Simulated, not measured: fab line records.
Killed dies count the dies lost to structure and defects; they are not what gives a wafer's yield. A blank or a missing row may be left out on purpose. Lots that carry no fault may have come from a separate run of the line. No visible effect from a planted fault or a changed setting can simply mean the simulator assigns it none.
A lot that was struck, set against a sound lot | flow nand-harc | 13 out of 1302 route steps
Sound: these wafers, L886.4, L886.5, L886.6. Wafers struck: L885.2, L885.5, L885.6. The cause is named last.
Each step with rows lists, per side, the tool, then ch with its chambers, then its first start. Under that, the readings that differ: sound wafers | struck wafers | difference of the means | sigmas: that difference in standard deviations of wafers without a fault.
alike: readings whose means differ by less than 2 such deviations, and words and numbers that are the same on both sides. not compared: withheld readings, readings that some wafer has no value for, bounds like >300 that may hide the same value, and numbers for which the record gives no deviation and whose values overlap.
The two part at a step that has a row with sigmas, a row that says differs or no value, or rows on one side only. Numbers that have no deviation but don't overlap get no sigmas and don't part them. Lack of a reading on every wafer of one side parts them only where that side has two or more wafers.

first, 4 steps without rows for these wafers: NHARC_A_DECK1_JOINT_CURE_26 (time 32 s); NHARC_A_DECK1_JOINT_ANNEAL_27 (time 3600 s); NHARC_A_DECK1_JOINT_ANNEAL_28 (time 1800 s); NHARC_A_DECK1_JOINT_ANNEAL_29 (time 1800 s).
NHARC_A_DECK1_JOINT_CMP_02: polishes SiOx.
  sound on cmp-02 ch 1,2,3, day 17 08:46; struck on cmp-04 ch 0,2,3, day 17 08:46
  alike: motor-current-A
then, 1 step without rows for these wafers: NHARC_A_DECK1_JOINT_SRD_15.
NHARC_A_DECK1_JOINT_DEP_16: deposits SiO2, target thk 45 nm.
  sound on pecvd-03 ch 0,1,2, day 17 09:14; struck on pecvd-01 ch 0,1, day 17 09:10
  alike: chamber-pressure-Torr, flow-sccm, heater-power-w, showerhead-vpp-V, susceptor-temp-C, throttle-valve-pct
NHARC_A_DECK1_JOINT_THK_MEAS_17: measures by ellipsometry.
  sound on film-metro-02 at day 17 09:26; struck on film-metro-01 at day 17 09:23
  alike: thk-nm
NHARC_A_DECK1_JOINT_INSPECT_05:
  sound on defect-inspect-02 at day 17 09:28; struck on defect-inspect-02 at day 17 09:26
  alike: raw-defect-count
then NHARC_A_ONON_D2_DEP_00 (target thk 1000 nm), 1 step lacking rows for these wafers.
NHARC_A_ONON_D2_THK_MEAS_02: measures by ellipsometry.
  sound on film-metro-02 at day 17 10:02; struck on film-metro-01 at day 17 10:01
  alike: thk-nm
NHARC_A_ONON_D2_DEP_03: target thk 1000 nm.
  struck on pecvd-onon-01, day 17 10:07; sound on pecvd-onon-03 ch 0, day 17 10:16
  no value came back on the struck wafers for n2-flow-sccm (sccm), n2o-flow-sccm (sccm), susceptor-temp-C (C); on the sound wafers n2-flow-sccm (sccm) reads 2747 2748 2763
-- break in the record here, with 12 days between the starts of the struck wafers on either side (left off in module A_ONON_D2, picked up again in module END, where the first step shown is number 1302 on the route) --
NHARC_END_SORT_01:
  here the record holds rows for the struck wafers (prober-01 ch 0, day 29 21:00) but none for the sound ones

## WHERE THEY PART
Last at NHARC_END_SORT_01 as far as this record goes, first at NHARC_A_ONON_D2_DEP_03.

WHY: the cause the simulator had injected
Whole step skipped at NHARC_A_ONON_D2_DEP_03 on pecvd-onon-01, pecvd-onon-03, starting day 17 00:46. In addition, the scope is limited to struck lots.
